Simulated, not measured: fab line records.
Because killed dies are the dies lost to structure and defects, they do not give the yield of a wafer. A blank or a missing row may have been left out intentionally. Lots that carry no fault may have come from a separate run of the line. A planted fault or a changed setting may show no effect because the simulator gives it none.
fab line records | flow nand_harc
record: lots: 14 | wafers: 42 | last_day: 34
route steps=1302 shown P_ZERO_WELL@61 P_STI@100 P_GATE@122
lots with no fault: from the same line, run without faults
start_h: hours from the record's first day to the start of the lot's first wafer shown | wait_h: how many hours have passed since the lot's step before this one | " same as the row above | L1.1+2: a single row standing in for several wafers | - either no value or no given start | * or withheld: withheld | < > ~ a bound
route shown NAME@n: NAME is a module with steps in the file, n the number in the route of the first one | usual: the fault-free wafers' mean and standard deviation | same: alike in all rows | chamber/n: place in a boat | sites: the reading at each site | _std_site: how widely they spread, as a standard deviation | _edge_site: outer sites' mean less inner sites' | radius_mm: for every site, how far away it sits from the centre of the wafer | mask NAME#n: copy n | behind: the last tool/chamber to shape the wafer | hold: why the lot went on hold/how many hours it stayed there/how the hold came to an end | device: the n, p or np transistor that did not switch | end of line: the tests these same wafers got at the end of their route | step lacking rows: just its recipe | killed: at the first sort, the dies lost to defects and structure; wafer yield is something else | map: a wafer's dies, marking killed ones x, the rest . and places with no die _
set.NAME: the setting the step ran with; set.NAME@STEP: the setting that earlier step ran with | model.NAME: the simulator's own value behind a step, which no gauge read
route steps across a sampled set of lots; one table per step, one row per wafer
services: when a tool's chamber went out of use (start_h, in hours from the record's first day, below 0 if earlier), for how many hours, and the reason
== steps ==
step: NHARC_P_ZERO_WELL_DESCUM_54
recipe: time_s: 3 | o2_flow_sccm: 200 | ar_flow_sccm: 0 | bias_power_w: 0 | chemistry: O2
usual: drypump_motor_current_A: 5.89/0.3 | oes_product_au: 1.000/0.012 | rf_vpp_V: 57.6/0.89 | showerhead_plenum_p_Torr: 1.86/0.063 | throttle_valve_pct: 11.311/0.0088
lot.wafer | tool        | chamber | start_h | wait_h | drypump_motor_current_A | oes_product_au | rf_hours_counter_h | rf_vpp_V | showerhead_plenum_p_Torr | throttle_valve_pct
L564.2    | rie_diel-04 | 0       | 36.07   | -      | 5.67                    | 0.994          | 9                  | 57.8     | 1.83                     | 11.314
L564.3    | "           | 1       | "       | "      | 5.97                    | 1.007          | 9                  | 55.3     | 1.87                     | 11.297
L564.4    | "           | 3       | "       | "      | 6.12                    | 1.004          | 7                  | 56.1     | 1.82                     | 11.311
L565.3    | rie_diel-04 | 1       | 46.04   | -      | 5.94                    | 1.021          | 11                 | 57.3     | 1.87                     | 11.297
L565.2    | "           | 2       | "       | "      | 6.15                    | 1.001          | 9                  | 57.8     | 1.85                     | 11.309
L565.6    | "           | 3       | "       | "      | 6.12                    | 1.000          | -                  | 56.0     | 1.81                     | 11.308
L566.1    | rie_diel-04 | 3       | 55.82   | -      | 6.10                    | 1.006          | 12                 | 57.9     | 1.81                     | 11.320
L566.6    | "           | 1       | "       | "      | 5.98                    | 1.016          | -                  | 58.2     | 1.87                     | 11.314
L566.5    | "           | 2       | "       | "      | 6.16                    | 0.998          | -                  | 58.1     | 1.85                     | 11.306
L563.4    | rie_diel-06 | 2       | 63.59   | -      | 6.22                    | 1.012          | 39                 | 58.5     | 1.87                     | 11.301
L563.5    | "           | 2       | "       | "      | 6.22                    | 0.994          | -                  | 57.8     | 1.87                     | 11.310
L563.6    | "           | 3       | "       | "      | 5.76                    | 0.989          | -                  | 56.3     | 1.78                     | 11.313
L567.4    | rie_diel-04 | 0       | 65.88   | -      | 5.65                    | 1.007          | 16                 | 57.2     | 1.83                     | 11.312
L567.1    | "           | 2       | "       | "      | 6.11                    | 1.006          | 16                 | 57.4     | 1.85                     | 11.316
L567.6    | "           | 3       | "       | "      | 6.11                    | 1.007          | -                  | 56.5     | 1.81                     | 11.322
L568.1    | rie_diel-04 | 3       | 75.94   | -      | 6.12                    | 1.009          | 19                 | 57.6     | 1.81                     | 11.316
L568.4    | "           | 2       | "       | "      | 6.11                    | 0.994          | 19                 | 57.0     | 1.85                     | 11.328
L568.5    | "           | 3       | "       | "      | 6.11                    | 1.008          | -                  | 57.6     | 1.81                     | 11.326
L569.4    | rie_diel-06 | 0       | 85.65   | -      | 5.17                    | 0.996          | 43                 | 59.6     | 1.95                     | 11.306
L569.5    | "           | 3       | "       | "      | 5.78                    | 1.003          | -                  | 57.2     | 1.78                     | 11.321
L569.6    | "           | 0       | "       | "      | 5.16                    | 0.985          | -                  | 58.5     | 1.95                     | 11.317
L572.2    | rie_diel-02 | 1       | 115.91  | -      | 5.81                    | 0.998          | 16                 | 58.1     | 1.86                     | 11.324
L572.6    | "           | 3       | "       | "      | 6.07                    | 0.985          | -                  | 56.8     | 1.82                     | 11.311
L572.5    | "           | 0       | "       | "      | 5.98                    | 1.000          | -                  | 57.9     | 1.83                     | 11.297
L573.2    | rie_diel-02 | 0       | 125.94  | -      | 5.94                    | 1.007          | 21                 | 57.3     | 1.83                     | 11.310
L573.1    | "           | 1       | "       | "      | 5.78                    | 0.996          | 18                 | 57.5     | 1.86                     | 11.313
L573.5    | "           | 1       | "       | "      | 5.81                    | 0.989          | -                  | 58.3     | 1.86                     | 11.293
L577.3    | rie_diel-06 | 3       | 165.80  | -      | 5.77                    | 1.001          | 7                  | 57.5     | 1.78                     | 11.311
L577.1    | "           | 0       | "       | "      | 5.16                    | 0.987          | 8                  | 59.0     | 1.94                     | 11.308
L577.2    | "           | 2       | "       | "      | 6.21                    | 0.990          | 8                  | 58.2     | 1.87                     | 11.300
L578.3    | rie_diel-04 | 2       | 175.68  | -      | 6.15                    | 0.997          | 51                 | 57.1     | 1.84                     | 11.296
L578.2    | "           | 3       | "       | "      | 6.09                    | 1.022          | 51                 | 57.9     | 1.80                     | 11.320
L578.4    | "           | 1       | "       | "      | 5.97                    | 1.007          | 57                 | 56.0     | 1.85                     | 11.313
L579.2    | rie_diel-06 | 1       | 188.57  | -      | 6.04                    | 1.005          | 19                 | 59.0     | 1.99                     | 11.323
L579.4    | "           | 2       | "       | "      | 6.22                    | 0.983          | 16                 | 57.2     | 1.86                     | 11.297
L579.1    | "           | 3       | "       | "      | 5.76                    | 0.983          | 14                 | 57.9     | 1.77                     | 11.309
L581.3    | rie_diel-04 | 0       | 206.49  | -      | 5.66                    | 0.990          | 8                  | 58.1     | 1.82                     | 11.317
L581.2    | "           | 1       | "       | "      | 5.96                    | 1.011          | 7                  | 58.2     | 1.85                     | 11.295
L581.5    | "           | 2       | "       | "      | 6.13                    | 0.998          | -                  | 58.7     | 1.84                     | 11.325
L585.4    | rie_diel-04 | 3       | 245.65  | -      | 6.10                    | 1.003          | 22                 | 57.7     | 1.79                     | 11.312
L585.3    | "           | 2       | "       | "      | 6.13                    | 0.999          | 22                 | 57.8     | 1.83                     | 11.316
L585.6    | "           | 3       | "       | "      | 6.12                    | 1.008          | -                  | 58.1     | 1.80                     | 11.309
step: NHARC_P_STI_CMP_21
recipe: t_overpolish_s: 20 | target_thk_nm: 380.67
usual: motor_current_A: 11.9/1 | overpolish_run_s: 19.999/0.0094
lot.wafer | tool   | chamber | start_h | wait_h | motor_current_A | overpolish_run_s
L564.2    | cmp-01 | 0       | 77.64   | 0.4    | 12.5            | 19.989
L564.4    | "      | 1       | "       | "      | 10.4            | 19.997
L564.3    | "      | 2       | "       | "      | 12.6            | 20.000
L565.3    | cmp-03 | 0       | 86.07   | 0.4    | 11.8            | 20.016
L565.2    | "      | 3       | "       | "      | 12.5            | 20.000
L565.6    | "      | 0       | "       | "      | 11.8            | 19.998
L566.1    | cmp-01 | 2       | 92.10   | 0.4    | 13.7            | 19.996
L566.5    | "      | 2       | "       | "      | 13.0            | 20.009
L566.6    | "      | 3       | "       | "      | 11.2            | 19.990
L567.1    | cmp-04 | 2       | 99.00   | 0.4    | 13.0            | 19.983
L567.4    | "      | 1       | "       | "      | 10.2            | 19.995
L567.6    | "      | 3       | "       | "      | 11.5            | 19.999
L563.4    | cmp-01 | 0       | 99.00   | 0.4    | 12.6            | 19.999
L563.5    | "      | 0       | "       | "      | 13.3            | 19.990
L563.6    | "      | 1       | "       | "      | 10.6            | 20.008
L568.1    | cmp-01 | 0       | 112.96  | 0.4    | 14.1            | 19.998
L568.4    | "      | 1       | "       | "      | 11.3            | 19.986
L568.5    | "      | 3       | "       | "      | 11.6            | 20.007
L569.4    | cmp-04 | 0       | 120.55  | 0.4    | 11.4            | 19.996
L569.5    | "      | 3       | "       | "      | 10.7            | 20.000
L569.6    | "      | 0       | "       | "      | 11.9            | 20.007
L572.2    | cmp-03 | 0       | 155.92  | 0.4    | 11.3            | 20.011
L572.5    | "      | 1       | "       | "      | 12.7            | 20.006
L572.6    | "      | 2       | "       | "      | 10.9            | 20.001
L573.1    | cmp-03 | 1       | 172.67  | 0.4    | 13.1            | 19.996
L573.2    | "      | 2       | "       | "      | 10.7            | 19.975
L573.5    | "      | 0       | "       | "      | 11.5            | 20.001
L577.1    | cmp-04 | 3       | 206.47  | 0.4    | 11.3            | 19.998
L577.3    | "      | 0       | "       | "      | 12.0            | 20.029
L577.2    | "      | 1       | "       | "      | 10.1            | 19.991
L578.2    | cmp-04 | 3       | 214.34  | 0.4    | 12.2            | 19.998
L578.4    | "      | 0       | "       | "      | 11.9            | 19.991
L578.3    | "      | 2       | "       | "      | 13.4            | 20.007
L579.2    | cmp-04 | 3       | 223.66  | 0.4    | 10.7            | 19.997
L579.1    | "      | 1       | "       | "      | 10.7            | 20.006
L579.4    | "      | 2       | "       | "      | 12.9            | 20.000
L581.2    | cmp-04 | 1       | 247.88  | 0.4    | 10.1            | 20.007
L581.3    | "      | 3       | "       | "      | 11.5            | 20.001
L581.5    | "      | 1       | "       | "      | 10.3            | 20.012
L585.4    | cmp-01 | 1       | 281.25  | 0.4    | 10.9            | 19.993
L585.3    | "      | 2       | "       | "      | 12.7            | 20.006
L585.6    | "      | 1       | "       | "      | 10.9            | 20.002
step: NHARC_P_STI_STRIP_24
recipe: temp_c: 160 | chemistry: H3PO4 | material: Si3N4
lot.wafer  | tool         | chamber | start_h | wait_h
L564.2+4+3 | wet_bench-09 | 3,4,5   | 77.99   | 0.0
L565.2+3+6 | wet_bench-09 | 2,3,5   | 86.42   | 0.0
L566.5+6+1 | wet_bench-06 | 2,4,5   | 92.44   | 0.0
L567.1+4+6 | wet_bench-06 | 3,5,6   | 99.35   | 0.0
L563.6+5+4 | wet_bench-07 | 7,0,3   | 99.35   | 0.0
L568.4+1+5 | wet_bench-09 | 1,3,6   | 113.27  | 0.0
L569.6+5+4 | wet_bench-09 | 4,7,1   | 120.86  | 0.0
L572.2+5+6 | wet_bench-09 | 5,0,2   | 156.18  | 0.0
L573.1+5+2 | wet_bench-09 | 5,6,7   | 172.99  | 0.0
L577.1+2+3 | wet_bench-09 | 5,6,7   | 206.80  | 0.0
L578.3+4+2 | wet_bench-07 | 0,1,2   | 214.69  | 0.0
L579.1+4+2 | wet_bench-07 | 1,2,4   | 224.00  | 0.0
L581.3+2+5 | wet_bench-06 | 4,5,6   | 248.24  | 0.0
L585.4+6+3 | wet_bench-06 | 6,7,0   | 281.57  | 0.0
step: NHARC_P_STI_INSPECT_25
usual: raw_defect_count: 192/55
lot.wafer | tool              | chamber | start_h | wait_h | raw_defect_count
L564.2    | defect_inspect-02 | -       | 89.67   | 0.4    | 241
L564.3    | "                 | -       | "       | "      | 269
L564.4    | "                 | -       | "       | "      | 202
L565.2    | defect_inspect-01 | -       | 94.10   | 0.4    | 197
L565.3    | "                 | -       | "       | "      | 175
L565.6    | "                 | -       | "       | "      | 196
L566.1    | defect_inspect-02 | -       | 99.85   | 0.4    | 158
L566.5    | "                 | -       | "       | "      | 169
L566.6    | "                 | -       | "       | "      | 150
L567.1    | defect_inspect-01 | -       | 107.46  | 0.4    | 145
L567.4    | "                 | -       | "       | "      | 229
L567.6    | "                 | -       | "       | "      | 196
L563.4    | defect_inspect-02 | -       | 107.46  | 0.4    | 195
L563.5    | "                 | -       | "       | "      | 397
L563.6    | "                 | -       | "       | "      | 287
L568.1    | defect_inspect-02 | -       | 121.46  | 0.4    | 242
L568.4    | "                 | -       | "       | "      | 158
L568.5    | "                 | -       | "       | "      | 193
L569.4    | defect_inspect-01 | -       | 128.99  | 0.4    | 221
L569.5    | "                 | -       | "       | "      | 157
L569.6    | "                 | -       | "       | "      | 227
L572.2    | defect_inspect-01 | -       | 163.81  | 0.4    | 135
L572.5    | "                 | -       | "       | "      | 261
L572.6    | "                 | -       | "       | "      | 88
L573.1    | defect_inspect-02 | -       | 183.25  | 0.4    | 527
L573.2    | "                 | -       | "       | "      | 561
L573.5    | "                 | -       | "       | "      | 540
L577.1    | defect_inspect-02 | -       | 217.97  | 0.4    | 645
L577.2    | "                 | -       | "       | "      | 600
L577.3    | "                 | -       | "       | "      | 584
L578.2    | defect_inspect-01 | -       | 224.69  | 0.4    | 157
L578.3    | "                 | -       | "       | "      | 221
L578.4    | "                 | -       | "       | "      | 292
L579.1    | defect_inspect-01 | -       | 232.13  | 0.4    | 167
L579.2    | "                 | -       | "       | "      | 105
L579.4    | "                 | -       | "       | "      | 144
L581.2    | defect_inspect-01 | -       | 258.17  | 0.4    | 213
L581.3    | "                 | -       | "       | "      | 282
L581.5    | "                 | -       | "       | "      | 252
L585.3    | defect_inspect-01 | -       | 289.19  | 0.4    | 191
L585.4    | "                 | -       | "       | "      | 159
L585.6    | "                 | -       | "       | "      | 273
step: NHARC_P_GATE_CD_MEAS_11
recipe: target_cd_nm: 1640 | landing_energy_ev: 500
usual: cd_nm: 1640.2/2
lot.wafer | tool      | chamber | start_h | wait_h | cd_nm
L564.2    | cd_sem-03 | 0       | 98.09   | -      | 1640.9
L564.3    | "         | 0       | "       | "      | 1641.7
L564.4    | "         | 0       | "       | "      | 1643.7
L565.2    | cd_sem-02 | 0       | 102.83  | -      | 1641.6
L565.3    | "         | 0       | "       | "      | 1641.7
L565.6    | "         | 0       | "       | "      | 1638.4
L566.1    | cd_sem-01 | 0       | 110.39  | -      | 1636.6
L566.5    | "         | 0       | "       | "      | 1637.2
L566.6    | "         | 0       | "       | "      | 1639.8
L563.4    | cd_sem-01 | 0       | 118.25  | -      | 1639.2
L563.5    | "         | 0       | "       | "      | 1636.9
L563.6    | "         | 0       | "       | "      | 1636.8
L567.1    | cd_sem-01 | 0       | 118.40  | -      | 1640.1
L567.4    | "         | 0       | "       | "      | 1640.4
L567.6    | "         | 0       | "       | "      | 1642.6
L568.1    | cd_sem-03 | 0       | 129.94  | -      | 1639.8
L568.4    | "         | 0       | "       | "      | 1637.4
L568.5    | "         | 0       | "       | "      | 1639.5
L569.4    | cd_sem-02 | 0       | 137.46  | -      | 1643.5
L569.5    | "         | 0       | "       | "      | 1642.2
L569.6    | "         | 0       | "       | "      | 1642.0
L572.2    | cd_sem-02 | 0       | 172.38  | -      | 1638.2
L572.5    | "         | 0       | "       | "      | 1638.9
L572.6    | "         | 0       | "       | "      | 1640.2
L573.1    | cd_sem-01 | 0       | 191.80  | -      | 1639.3
L573.2    | "         | 0       | "       | "      | 1637.8
L573.5    | "         | 0       | "       | "      | 1638.6
L577.1    | cd_sem-02 | 0       | 229.90  | -      | 1640.0
L577.2    | "         | 0       | "       | "      | 1639.5
L577.3    | "         | 0       | "       | "      | 1640.6
L578.2    | cd_sem-02 | 0       | 234.16  | -      | 1640.0
L578.3    | "         | 0       | "       | "      | 1641.3
L578.4    | "         | 0       | "       | "      | 1643.2
L579.1    | cd_sem-03 | 0       | 241.31  | -      | 1642.2
L579.2    | "         | 0       | "       | "      | 1641.8
L579.4    | "         | 0       | "       | "      | 1643.0
L581.2    | cd_sem-02 | 0       | 266.88  | -      | 1638.7
L581.3    | "         | 0       | "       | "      | 1639.2
L581.5    | "         | 0       | "       | "      | 1635.4
L585.3    | cd_sem-02 | 0       | 297.65  | -      | 1640.7
L585.4    | "         | 0       | "       | "      | 1643.4
L585.6    | "         | 0       | "       | "      | 1640.2
step: NHARC_P_GATE_INSPECT_28
usual: raw_defect_count: 5.7/2.5
lot.wafer | tool              | chamber | start_h | wait_h | raw_defect_count
L564.2    | defect_inspect-01 | -       | 113.11  | 0.0    | 9
L564.3    | "                 | -       | "       | "      | 4
L564.4    | "                 | -       | "       | "      | 8
L565.2    | defect_inspect-01 | -       | 126.00  | 0.0    | 3
L565.3    | "                 | -       | "       | "      | 3
L565.6    | "                 | -       | "       | "      | 5
L566.1    | defect_inspect-02 | -       | 131.11  | 0.0    | 5
L566.5    | "                 | -       | "       | "      | 5
L566.6    | "                 | -       | "       | "      | 6
L563.4    | defect_inspect-02 | -       | 133.12  | 0.0    | 10
L563.5    | "                 | -       | "       | "      | 5
L563.6    | "                 | -       | "       | "      | 7
L567.1    | defect_inspect-02 | -       | 133.50  | 0.0    | 9
L567.4    | "                 | -       | "       | "      | 6
L567.6    | "                 | -       | "       | "      | 8
L568.1    | defect_inspect-01 | -       | 146.12  | 0.0    | 7
L568.4    | "                 | -       | "       | "      | 8
L568.5    | "                 | -       | "       | "      | 4
L569.4    | defect_inspect-02 | -       | 155.29  | 0.0    | 9
L569.5    | "                 | -       | "       | "      | 11
L569.6    | "                 | -       | "       | "      | 7
L572.2    | defect_inspect-01 | -       | 186.37  | 0.0    | 6
L572.5    | "                 | -       | "       | "      | 11
L572.6    | "                 | -       | "       | "      | 13
L573.1    | defect_inspect-02 | -       | 207.72  | 0.0    | 378
L573.2    | "                 | -       | "       | "      | 436
L573.5    | "                 | -       | "       | "      | 398
L577.1    | defect_inspect-01 | -       | 246.31  | 0.0    | 438
L577.2    | "                 | -       | "       | "      | 423
L577.3    | "                 | -       | "       | "      | 415
L578.2    | defect_inspect-01 | -       | 258.53  | 0.0    | 6
L578.3    | "                 | -       | "       | "      | 9
L578.4    | "                 | -       | "       | "      | 8
L579.1    | defect_inspect-01 | -       | 262.79  | 0.0    | 6
L579.2    | "                 | -       | "       | "      | 5
L579.4    | "                 | -       | "       | "      | 4
L581.2    | defect_inspect-02 | -       | 281.53  | 0.0    | 3
L581.3    | "                 | -       | "       | "      | 9
L581.5    | "                 | -       | "       | "      | 10
L585.3    | defect_inspect-02 | -       | 314.86  | 0.0    | 2
L585.4    | "                 | -       | "       | "      | 7
L585.6    | "                 | -       | "       | "      | 2
step: NHARC_P_GATE_INSPECT_68
usual: raw_defect_count: 175/58
lot.wafer | tool              | chamber | start_h | wait_h | raw_defect_count
L564.2    | defect_inspect-01 | -       | 131.39  | 0.1    | 247
L564.3    | "                 | -       | "       | "      | 279
L564.4    | "                 | -       | "       | "      | 188
L565.2    | defect_inspect-02 | -       | 144.24  | 0.1    | 183
L565.3    | "                 | -       | "       | "      | 143
L565.6    | "                 | -       | "       | "      | 189
L566.1    | defect_inspect-02 | -       | 149.61  | 0.2    | 157
L566.5    | "                 | -       | "       | "      | 149
L566.6    | "                 | -       | "       | "      | 147
L563.4    | defect_inspect-01 | -       | 151.38  | 0.1    | 177
L563.5    | "                 | -       | "       | "      | 395
L563.6    | "                 | -       | "       | "      | 273
L567.1    | defect_inspect-02 | -       | 156.23  | 0.2    | 120
L567.4    | "                 | -       | "       | "      | 167
L567.6    | "                 | -       | "       | "      | 151
L568.1    | defect_inspect-02 | -       | 164.34  | 0.2    | 224
L568.4    | "                 | -       | "       | "      | 165
L568.5    | "                 | -       | "       | "      | 191
L569.4    | defect_inspect-02 | -       | 176.50  | 0.1    | 223
L569.5    | "                 | -       | "       | "      | 159
L569.6    | "                 | -       | "       | "      | 235
L572.2    | defect_inspect-02 | -       | 204.66  | 0.1    | 126
L572.5    | "                 | -       | "       | "      | 264
L572.6    | "                 | -       | "       | "      | 86
L573.1    | defect_inspect-02 | -       | 228.08  | 0.2    | 550
L573.2    | "                 | -       | "       | "      | 540
L573.5    | "                 | -       | "       | "      | 529
L577.1    | defect_inspect-02 | -       | 266.76  | 0.2    | 640
L577.2    | "                 | -       | "       | "      | 584
L577.3    | "                 | -       | "       | "      | 550
L578.2    | defect_inspect-01 | -       | 279.33  | 0.1    | 149
L578.3    | "                 | -       | "       | "      | 220
L578.4    | "                 | -       | "       | "      | 268
L579.1    | defect_inspect-02 | -       | 281.24  | 0.2    | 146
L579.2    | "                 | -       | "       | "      | 93
L579.4    | "                 | -       | "       | "      | 144
L581.2    | defect_inspect-02 | -       | 302.09  | 0.1    | 240
L581.3    | "                 | -       | "       | "      | 261
L581.5    | "                 | -       | "       | "      | 282
L585.3    | defect_inspect-01 | -       | 333.30  | 0.1    | 193
L585.4    | "                 | -       | "       | "      | 140
L585.6    | "                 | -       | "       | "      | 218
== services ==
tool         | chamber | start_h | hours | kind
cmp-04       | -       | 13.00   | 4.0   | pm
wet_bench-06 | -       | 17.60   | 8.0   | pm
rie_diel-04  | 0       | 39.99   | 8.8   | repair
cmp-01       | -       | 87.50   | 4.0   | pm
rie_diel-06  | 2       | 93.36   | 5.8   | repair
rie_diel-06  | 0       | 94.16   | 11.3  | repair
cmp-04       | -       | 111.00  | 4.0   | pm
rie_diel-06  | -       | 130.20  | 9.0   | pm
rie_diel-06  | -       | 142.33  | 2.5   | repair
wet_bench-06 | -       | 163.40  | 2.4   | repair
cmp-01       | -       | 164.04  | 0.4   | repair
wet_bench-09 | -       | 176.80  | 8.0   | pm
cmp-01       | -       | 177.24  | 1.5   | repair
rie_diel-04  | -       | 178.18  | 9.0   | pm
cmp-01       | -       | 185.50  | 4.0   | pm
rie_diel-04  | -       | 187.92  | 0.2   | repair
wet_bench-06 | -       | 193.60  | 8.0   | pm
rie_diel-04  | 3       | 199.22  | 8.6   | repair
cmp-04       | -       | 209.00  | 4.0   | pm
cmp-01       | -       | 210.42  | 5.6   | repair
rie_diel-04  | 0       | 230.38  | 5.9   | repair
rie_diel-04  | 1       | 265.44  | 7.6   | repair
wet_bench-09 | -       | 272.52  | 1.6   | repair
rie_diel-06  | 1       | 276.71  | 102.2 | repair
== key ==
first_sign: step: NHARC_P_STI_INSPECT_25 | reading: raw_defect_count | direction: up | sigmas: 6.9 | usual: 192 | struck: 576
effect: step: NHARC_P_GATE_INSPECT_28 | reading: raw_defect_count | direction: up | sigmas: 99+ | usual: 5.7 | struck: 414.7
effect: step: NHARC_P_GATE_INSPECT_68 | reading: raw_defect_count | direction: up | sigmas: 6.8 | usual: 175 | struck: 566
met_at NHARC_P_STI_STRIP_24
struck_lots L573,L577
rows_end L573.1,L573.2,L573.5,L577.1,L577.2,L577.3
not_acting_at NHARC_P_ZERO_WELL_DESCUM_54,NHARC_P_STI_CMP_21,NHARC_P_GATE_CD_MEAS_11
onset_between 156.18 172.99
fault: kind: chamber_particle_source | tool: wet_bench-09 | chamber: - | onset_h: 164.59 | steps: NHARC_P_STI_STRIP_24 | rate_per_visit_cm2: 0.61878
rows_end: these wafers met a further fault down the route, and their rows from its step on are left out
